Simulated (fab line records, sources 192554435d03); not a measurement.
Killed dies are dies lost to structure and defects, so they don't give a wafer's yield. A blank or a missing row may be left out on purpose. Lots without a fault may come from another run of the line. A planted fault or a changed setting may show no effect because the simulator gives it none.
Which tool did it? | flow n5_finfet | 12 lots, 36 wafers sampled, at 3 steps of a route of 1938

WHAT THE GAUGES READ, wafer by wafer
N5_BEOL_M0_SAQP_OVL_MEAS_41.
lot  | measured     | on         | M0_CUT1_OVL (nm)
L075 | day 5 21:03  | overlay-02 | -0.8 -0.3 -1.5
L077 | day 6 06:14  | overlay-02 | 0.5 0.1 -0.7
L079 | day 6 16:41  | overlay-01 | 0.1 -0.9 0.6
L081 | day 7 13:23  | overlay-01 | 0.5 1.2 0.1
L083 | day 7 17:05  | overlay-01 | -1.7 -2.2 -0.8
L085 | day 8 12:02  | overlay-01 | 0.4 0.8 -0.5
L087 | day 9 00:23  | overlay-01 | 0.5 -0.6 -1.5
L089 | day 9 10:08  | overlay-02 | 1.6 0.7 1.0
L092 | day 10 03:23 | overlay-01 | -0.6 0.5 -0.5
L093 | day 10 13:13 | overlay-01 | -0.3 -0.2 0.0
L095 | day 10 18:59 | overlay-01 | -1.3 0.1 -0.6
L097 | day 11 14:31 | overlay-01 | -0.5 0.6 1.5

WHICH TOOL RAN EACH LOT (tool, then ch and the chambers of the sampled wafers, then the start)
lot  | N5_BEOL_M0_SAQP_ETCH_107           | N5_BEOL_M0_SAQP_STRIP_108
L075 | rie_diel-05 ch 0,1,2, day 5 19:40  | rie_diel-05 ch 0,1,2, day 5 19:43
L077 | rie_diel-05 ch 0,1,2, day 6 04:55  | rie_diel-05 ch 0,1,2, day 6 04:57
L079 | rie_diel-02 ch 0,2,3, day 6 15:13  | rie_diel-02 ch 0,2,3, day 6 15:16
L081 | rie_diel-05 ch 2,3, day 7 12:04    | rie_diel-05 ch 2,3, day 7 12:07
L083 | rie_diel-02 ch 2,3, day 7 15:43    | rie_diel-02 ch 2,3, day 7 15:46
L085 | rie_diel-05 ch 0,3, day 8 10:11    | rie_diel-05 ch 0,3, day 8 10:14
L087 | rie_diel-06 ch 1,2,3, day 8 21:20  | rie_diel-06 ch 1,2,3, day 8 21:22
L089 | rie_diel-06 ch 1,2,3, day 9 08:38  | rie_diel-06 ch 1,2,3, day 9 08:40
L092 | rie_diel-02 ch 0,1,2, day 10 02:03 | rie_diel-02 ch 0,1,2, day 10 02:05
L093 | rie_diel-06 ch 0,1,2, day 10 10:52 | rie_diel-06 ch 0,1,2, day 10 10:54
L095 | rie_diel-05 ch 0,3, day 10 16:56   | rie_diel-05 ch 0,3, day 10 16:59
L097 | rie_diel-06 ch 1,2,3, day 11 13:01 | rie_diel-06 ch 1,2,3, day 11 13:04
- N5_BEOL_M0_SAQP_ETCH_107: etches SiNx in CH3F/O2, target depth 30 nm.
- N5_BEOL_M0_SAQP_STRIP_108: strips in N2/H2.

THE ANSWER, worked out from the rows above alone
Rule: what is usual is taken from the lots themselves. Put in order of their means at a reading, lots are off if they are a third of the lots or fewer, leave a main group of 4 or more, and stand apart from it by a gap of 3 or more times the standard deviation of the main group's means; of several such gaps the widest counts. A main group whose means are all the same, to the digits that the tables above print for the reading, isn't used. A lot without any number at a reading at which 4 lots or more have one is off too. The other lots that the step has rows for count as sound.
No lot is off at any reading shown: from this, nothing can be told.

WHAT THE SIMULATOR HAD PUT IN
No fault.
